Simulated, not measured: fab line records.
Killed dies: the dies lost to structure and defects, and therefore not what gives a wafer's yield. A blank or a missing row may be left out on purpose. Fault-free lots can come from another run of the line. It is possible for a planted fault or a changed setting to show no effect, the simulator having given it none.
The tool behind it: which one? | flow nand-harc | 13 lots with 39 wafers sampled at 5 steps, on a route of 1159 steps

== WHAT THE GAUGES SHOWED, per wafer ==
NHARC_HYBRID_BOND_OVL_MEAS_05. Usual: overlay-x-nm 0 nm, standard deviation 33; overlay-y-nm 3 nm, standard deviation 35.
lot  | measured     | on         | overlay-x-nm (nm) | overlay-y-nm (nm) | flag
L391 | day 18 18:23 | overlay-01 | 76 78 -10         | 25 -29 -22        |
L393 | day 18 18:23 | overlay-01 | 60 21 -40         | -35 -7 60         |
L392 | day 19 20:48 | overlay-01 | 80 21 -5          | 41 -40 42         |
L395 | day 20 06:34 | overlay-01 | 23 63 10          | -48 81 -36        |
L396 | day 21 05:11 | overlay-01 | -16 -14 -7        | 25 18 14          |
L397 | day 20 22:41 | overlay-02 | -39 26 -24        | 21 26 32          |
L398 | day 21 05:11 | overlay-02 | -60 48 19         | 57 -38 -3         |
L400 | day 22 18:43 | overlay-01 | 15 -34 11         | 18 8 -25          |
L399 | day 23 01:07 | overlay-02 | -11 -42 -51       | 27 33 3           |
L402 | day 23 01:07 | overlay-01 | -36 6 -27         | 15 36 -56         |
L406 | day 23 20:59 | overlay-01 | -32 15 20         | 26 27 13          |
L410 | day 24 06:40 | overlay-01 | -39 8 3           | -65 8 -15         |
L411 | day 24 21:59 | overlay-02 | -24 -28 0         | -18 -10 -4        |

NHARC_END_SORT_01. Usual: killed-at-array 29, standard deviation 10; killed-at-other 0.7, standard deviation 1.1; killed-at-periphery 3.3, standard deviation 2.4; killed-dies 33, standard deviation 11; killed-open 3.3, standard deviation 2; killed-short 1.9, standard deviation 1.3.
lot  | measured     | on        | killed-at-array | killed-at-other | killed-at-periphery | killed-dies | killed-open | killed-short | flag
L410 | day 25 05:05 | prober-02 | 37 21 35        | 0 0 0           | 83 77 63            | 120 98 98   | 7 3 6       | 4 1 2        | OFF
L411 | day 25 16:45 | prober-01 | 18 30 37        | 0 0 0           | 84 62 82            | 102 92 119  | 3 4 2       | 1 3 2        | OFF

== TOOL THAT RAN EACH LOT (tool first, then ch and the chambers of the sampled wafers, then the start) ==
lot  | NHARC_P_CONTACT_PVD_32       | NHARC_THIN_TSV_ETCH_44             | NHARC_THIN_TSV_STRIP_56
L391 | pvd-sputter-03, day 6 09:17  | rie-diel-04 ch 2,3, day 18 22:26   | plasma-asher-01 ch 0,1, day 19 04:49
L393 | pvd-sputter-01, day 6 15:46  | rie-diel-04 ch 1,2,3, day 19 01:02 | plasma-asher-02 ch 0, day 19 07:35
L392 | pvd-sputter-03, day 6 17:26  | rie-diel-07 ch 0,1,2, day 20 00:13 | plasma-asher-02 ch 0,1, day 20 07:45
L395 | pvd-sputter-03, day 7 06:56  | rie-diel-07 ch 0,1, day 20 09:26   | plasma-asher-02 ch 0,1, day 20 16:08
L396 | pvd-sputter-03, day 7 23:49  | rie-diel-07 ch 0,2, day 21 10:42   | plasma-asher-02 ch 0,1, day 21 16:53
L397 | pvd-sputter-03, day 8 04:24  | rie-diel-07 ch 1,2, day 21 01:40   | plasma-asher-02 ch 0,1, day 21 08:04
L398 | pvd-sputter-03, day 8 08:32  | rie-diel-05 ch 1,2, day 21 09:31   | plasma-asher-01 ch 0,1, day 21 16:07
L400 | pvd-sputter-01, day 9 08:54  | rie-diel-05 ch 0,3, day 22 23:05   | plasma-asher-01 ch 0,1, day 23 05:35
L399 | pvd-sputter-03, day 9 09:47  | rie-diel-05 ch 0,1,3, day 23 05:30 | plasma-asher-01 ch 0,1, day 23 12:26
L402 | pvd-sputter-03, day 9 14:14  | rie-diel-05 ch 0,1,3, day 23 04:05 | plasma-asher-01 ch 0,1, day 23 10:49
L406 | pvd-sputter-03, day 10 03:13 | rie-diel-07 ch 0,1,3, day 24 01:11 | plasma-asher-01 ch 0,1, day 24 07:38
L410 | pvd-sputter-03, day 11 04:09 | rie-diel-07 ch 0,2,3, day 24 09:30 | plasma-asher-02 ch 0,1, day 24 15:52
L411 | pvd-sputter-03, day 11 13:35 | rie-diel-04 ch 1,2,3, day 25 00:59 | plasma-asher-02 ch 0,1, day 25 07:46
- NHARC_P_CONTACT_PVD_32: deposits Ti, target thk 5 nm, time 17.7 s.
- NHARC_THIN_TSV_ETCH_44: etches the open film in CF4/O2, target depth 1594.2 nm, time 797.1 s.
- NHARC_THIN_TSV_STRIP_56: strips in O2.

== WHAT THE TOOLS THEMSELVES READ (means of the sampled wafers that have a number; where no wafer has one, the mark that the record gives instead) ==
NHARC_P_CONTACT_PVD_32. Usual: throttle-valve-pct 29.9 %, standard deviation 0.72.
lot  | tool           | throttle-valve-pct (%) | flag
L391 | pvd-sputter-03 | 30.0                   |
L393 | pvd-sputter-01 | 29.4                   |
L392 | pvd-sputter-03 | 30.0                   |
L395 | pvd-sputter-03 | 30.1                   |
L396 | pvd-sputter-03 | 29.6                   |
L397 | pvd-sputter-03 | 30.4                   |
L398 | pvd-sputter-03 | 30.5                   |
L400 | pvd-sputter-01 | 30.2                   |
L399 | pvd-sputter-03 | 30.6                   |
L402 | pvd-sputter-03 | 30.4                   |
L406 | pvd-sputter-03 | 29.6                   |
L410 | pvd-sputter-03 | 29.8                   |
L411 | pvd-sputter-03 | 29.9                   |

NHARC_THIN_TSV_ETCH_44. Usual: bias-w 800.1 W, standard deviation 2.3; drypump-motor-current-A 5.9 A, standard deviation 0.43; oes-product-au 1.002 a.u., standard deviation 0.012; rf-vpp-V 794 V, standard deviation 4; showerhead-plenum-p-Torr 1.83 Torr, standard deviation 0.064; throttle-valve-pct 16.914 %, standard deviation 0.0087.
lot  | tool        | bias-w (W) | drypump-motor-current-A (A) | oes-product-au (a.u.) | rf-vpp-V (V) | showerhead-plenum-p-Torr (Torr) | throttle-valve-pct (%) | flag
L391 | rie-diel-04 | 800.2      | 6.4                         | 1.003                 | 794          | 1.83                            | 16.910                 |
L393 | rie-diel-04 | 799.4      | 6.3                         | 1.002                 | 793          | 1.82                            | 16.918                 |
L392 | rie-diel-07 | 801.4      | 6.0                         | 0.990                 | 793          | 1.81                            | 16.911                 |
L395 | rie-diel-07 | 798.3      | 5.7                         | 0.990                 | 791          | 1.79                            | 16.913                 |
L396 | rie-diel-07 | 801.4      | 6.3                         | 0.986                 | 794          | 1.83                            | 16.918                 |
L397 | rie-diel-07 | 799.2      | 5.9                         | 0.990                 | 790          | 1.75                            | 16.915                 |
L398 | rie-diel-05 | 802.0      | 5.8                         | 1.006                 | 798          | 1.89                            | 16.914                 |
L400 | rie-diel-05 | 798.7      | 5.5                         | 1.010                 | 792          | 1.79                            | 16.910                 |
L399 | rie-diel-05 | 800.6      | 5.7                         | 1.001                 | 794          | 1.83                            | 16.910                 |
L402 | rie-diel-05 | 800.8      | 5.6                         | 1.006                 | 794          | 1.83                            | 16.911                 |
L406 | rie-diel-07 | 801.1      | 5.8                         | 1.002                 | 793          | 1.83                            | 16.918                 |
L410 | rie-diel-07 | 801.6      | 6.0                         | 0.999                 | 796          | 1.85                            | 16.911                 |
L411 | rie-diel-04 | 799.8      | 6.3                         | 1.010                 | 793          | 1.81                            | 16.910                 |

NHARC_THIN_TSV_STRIP_56. Usual: drypump-motor-current-A 5.9 A, standard deviation 0.43; heater-power-w 362 W, standard deviation 16.
lot  | tool            | drypump-motor-current-A (A) | heater-power-w (W) | flag
L391 | plasma-asher-01 | 5.5                         | 338                |
L393 | plasma-asher-02 | 5.6                         | 369                |
L392 | plasma-asher-02 | 5.8                         | 374                |
L395 | plasma-asher-02 | 5.8                         | 369                |
L396 | plasma-asher-02 | 5.8                         | 368                |
L397 | plasma-asher-02 | 6.1                         | 376                |
L398 | plasma-asher-01 | 5.9                         | 355                |
L400 | plasma-asher-01 | 5.5                         | 348                |
L399 | plasma-asher-01 | 5.9                         | 353                |
L402 | plasma-asher-01 | 5.5                         | 344                |
L406 | plasma-asher-01 | 5.9                         | 356                |
L410 | plasma-asher-02 | 5.9                         | 363                |
L411 | plasma-asher-02 | 6.1                         | 361                |

== THE ANSWER, worked out from the rows above alone ==
Rule: lot off if the mean of its wafers having a number is beyond 3 standard deviations from the usual mean. Also off: a lot with no number at a reading for which 4 or more lots have one. Any other lot the step has rows for is counted as sound. First the gauges in route order, then the tools' own readings, where a lot's mean is used as printed above. At the first step where some lot is off, the reading lying furthest off is the one used; lots without a number count as furthest.
Off: L410, L411, at NHARC_END_SORT_01 (killed-at-periphery). Neither off nor sound, because the step has no rows for them: L391, L393, L392, L395, L396, L397, L398, L400, L399, L402, L406.
If a tool, at a process step before that reading, ran all the lots that are off and no sound lot after the first of them, it fits. The gauges at NHARC_END_SORT_01 are tried like those tools. This does not decide it: 2 tools fit, namely pvd-sputter-03 at NHARC_P_CONTACT_PVD_32 and plasma-asher-02 at NHARC_THIN_TSV_STRIP_56.

== WHAT THE SIMULATOR HAD PUT IN ==
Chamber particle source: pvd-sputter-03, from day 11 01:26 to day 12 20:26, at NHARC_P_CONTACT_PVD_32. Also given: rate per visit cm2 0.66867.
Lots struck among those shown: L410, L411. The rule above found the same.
